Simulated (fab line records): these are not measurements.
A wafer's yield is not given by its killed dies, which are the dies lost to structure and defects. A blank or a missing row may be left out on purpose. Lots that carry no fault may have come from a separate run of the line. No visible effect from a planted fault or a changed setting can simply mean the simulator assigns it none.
Comparing a struck lot with a sound one :: flow nand harc :: 17 out of 1302 route steps
Sound: these wafers, L257.1, L257.3, L257.6. Struck: wafers L253.3, L253.5, L253.6. The cause is named last.
Per side, at each step with rows, come the tool, then ch with its chambers, and then its first start. Under that, the readings that differ: sound wafers :: struck wafers :: difference of the means :: sigmas: that difference in standard deviations of wafers without a fault.
alike: readings with means less than 2 such deviations apart, plus words and numbers identical on both sides. not compared: withheld readings, readings lacking a value on some wafer, bounds such as >300 that could conceal the same value, and numbers that have no deviation in the record and whose values overlap.
A row with sigmas, a row that says differs or no value, or rows on one side alone: a step with any of these is where the two part. When numbers do not overlap yet have no deviation, they are printed without sigmas and do not part them. A reading missing from all wafers of one side parts the sides only when that side holds two or more wafers.

first, 1 step without rows for these wafers: NHARC_A_M0_DESCUM_14 (chemistry O2, time 3 s).
NHARC_A_M0_ETCH_34: etches the open film in N2/H2, target depth 40 nm, overetch 12 nm, time 43.94 s.
  sound on rie diel-01 ch 0,1,3, day 28 06:16; struck on rie diel-11 ch 0,1, day 26 20:07
  alike: chamber pressure mTorr, drypump motor current A, oes product au, rf vpp V, showerhead plenum p Torr, throttle valve pct
  not compared: rf hours counter h
then, 1 step without rows for these wafers: NHARC_A_M0_ETCH_15 (etches the open film in C4F8/Ar, target depth 150 nm, overetch 15 nm, time 82.5 s).
NHARC_A_M0_CD_MEAS_16:
  struck on cd sem-02, day 26 20:20; sound on cd sem-02, day 28 06:28
  alike: cd nm
NHARC_A_M0_STRIP_18: strips in N2/H2.
  sound on rie diel-11 ch 1,2,3, day 28 06:35; struck on rie diel-01 ch 1,2, day 26 20:25
  alike: chamber pressure mTorr, drypump motor current A, oes product au, rf vpp V, showerhead plenum p Torr, throttle valve pct
  not compared: rf hours counter h
then, 4 steps without rows for these wafers: NHARC_A_M0_STRIP_19 (strips in post etch residue remover, time 600 s); NHARC_A_M0_DEGAS_28 (time 60 s); NHARC_A_M0_PRE_CLEAN_29 (time 30 s); NHARC_A_M0_PVD_20 (deposits TaN, target thk 5 nm, time 8.06 s).
NHARC_A_M0_PVD_21: deposits Cu, target thk 30 nm, time 20.49 s.
  sound on pvd sputter-03; struck on pvd sputter-01
  alike: substrate temp c, throttle valve pct
then, 1 step without rows for these wafers: NHARC_A_M0_ECD_22 (material Cu, target thk 400 nm).
NHARC_A_M0_ANNEAL_30: time 90 s.
  sound on rtp anneal-02 ch 0, day 28 07:51; struck on rtp anneal-02 ch 0, day 26 21:53
  alike: wafer_temp_C_max
NHARC_A_M0_CMP_23: polishes, t overpolish 20 s, target thk 113.75 nm.
  sound on cmp-02 ch 1,2, day 28 08:11; struck on cmp-04 ch 0,1,2, day 26 22:25
reading: time to endpoint s (s)
sound: 31.2 31.9 30.4
struck: 36.9 37.3 37.5
difference: +6.1
sigmas: +2
  alike: motor current A
after that, 1 step had no rows for these wafers: NHARC_A_M0_SRD_25.
NHARC_A_M0_INSPECT_27:
  struck on defect inspect-02, day 26 22:48; sound on defect inspect-01, day 28 08:40
reading: raw defect count
sound: 423 543 673
struck: 2898 2888 3007
difference: +2385
sigmas: +18
NHARC_A_M0_PRE_CLEAN_31: time 12 s.
  sound on pecvd-01 ch 0,2, day 28 08:44; struck on pecvd-04 ch 0,1,2, day 26 22:53
  alike: heater power w
NHARC_END_SORT_01:
  sound on prober-01 ch 0, day 29 20:29; struck on prober-02 ch 0, day 28 12:16
reading: defect limited yield (%)
sound: 89.5 87.3 92.2
struck: 0 0 0
difference: -90
sigmas: -32

reading: killed at array
sound: 63 80 46
struck: 675 670 670
difference: +609
sigmas: +34

reading: killed dies
sound: 71 86 53
struck: 677 677 677
difference: +607
sigmas: +32

reading: sort_bin_3_pct (%)
sound: 0.6 0.7 0.7
struck: 95.4 94.8 95.7
difference: +94.6
sigmas: +99 or more

reading: sort n pass
sound: 606 591 624
struck: 0 0 0
difference: -607
sigmas: -32

reading: sort rim yield pct (%)
sound: 86 83 83
struck: 0 0 0
difference: -84
sigmas: -18

reading: sort yield pct (%)
sound: 89.5 87.3 92.2
struck: 0 0 0
difference: -90
sigmas: -32
  alike: killed at other, killed at periphery, killed open, killed short, sort_bin_2_pct, sort_bin_4_pct

## WHERE THEY PART
Earliest at NHARC_A_M0_CMP_23; latest, in this record, at NHARC_END_SORT_01.

WHY: what had been put in by the simulator
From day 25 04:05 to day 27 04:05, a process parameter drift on cmp-04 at NHARC_A_M0_CMP_23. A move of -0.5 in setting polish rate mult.
